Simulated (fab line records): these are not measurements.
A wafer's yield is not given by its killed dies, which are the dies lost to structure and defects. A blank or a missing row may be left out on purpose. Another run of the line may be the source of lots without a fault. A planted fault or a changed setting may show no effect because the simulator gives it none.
Chamber matching    flow n5Finfet    4 sister chambers for N5_DUMMY_GATE_STRIP_41 on rieDiel-05
The step strips in O2. 18 wafers are shown with their chamber, then 9 later ones without.

EACH WAFER AND ITS CHAMBER
wafer   chamber  showerheadPlenumPTorr (Torr)  throttleValvePct (%)  oesProductAu (a.u.)
L074.3  3        2.19                          16.76                 0.74
L074.4  2        2.18                          16.90                 0.71
L074.5  3        2.19                          16.76                 0.75
L075.2  2        2.18                          16.91                 0.71
L075.5  2        2.18                          16.90                 0.71
L075.6  3        2.19                          16.76                 0.75
L077.3  0        2.02                          16.82                 0.79
L077.5  2        2.18                          16.92                 0.71
L077.6  1        1.99                          16.30                 0.73
L080.3  3        2.18                          16.79                 0.74
L080.4  0        2.02                          16.81                 0.79
L080.5  1        1.99                          16.33                 0.73
L081.1  1        1.99                          16.30                 0.73
L081.5  0        2.02                          16.81                 0.79
L081.6  1        1.99                          16.32                 0.73
L085.1  0        2.02                          16.83                 0.78
L085.4  1        1.98                          16.34                 0.72
L085.6  2        2.17                          16.94                 0.70

SIGNATURES, as means of the wafers listed above
reading                chamber 0  chamber 1  chamber 2  chamber 3  scatter within a chamber
showerheadPlenumPTorr  2.0200     1.9880     2.1780     2.1875     0.0041
throttleValvePct       16.8175    16.3180    16.9140    16.7675    0.0155
oesProductAu           0.7875     0.7280     0.7080     0.7450     0.00489
Rule: for each reading, subtract the chamber's mean from the wafer's reading, divide by that reading's scatter and square the result; add these up over the readings and take the root, which gives the wafer's distance from the chamber. If the next closest chamber is less than 2 further off than the closest, the wafer can't be placed; otherwise it belongs to the closest. The scatter is the square root of a quotient: the sum, over the shown wafers, of each reading's squared deviation from its chamber's mean, divided by wafers minus chambers.

WAFERS WITH NO CHAMBER GIVEN
wafer   showerheadPlenumPTorr (Torr)  throttleValvePct (%)  oesProductAu (a.u.)
L091.2  1.98                          16.36                 0.72
L091.3  2.02                          16.86                 0.77
L091.6  2.18                          16.81                 0.73
L092.2  2.02                          16.85                 0.77
L092.3  2.17                          16.97                 0.69
L092.4  1.98                          16.36                 0.71
L096.1  2.01                          16.86                 0.75
L096.3  2.17                          16.81                 0.72
L096.5  2.16                          16.98                 0.67

CHAMBER TAKEN BY EACH
wafer   from the rows above      in truth
L091.2  1                        1
L091.3  0                        0
L091.6  3                        3
L092.2  0                        0
L092.3  2                        2
L092.4  1                        1
L096.1  0                        0
L096.3  can't be placed: 3 or 2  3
L096.5  2                        2
8 of 9 placed correctly. Cannot be placed on the basis of these rows: 1; the candidates contain the true chamber in 1. Number placed wrongly: 0.
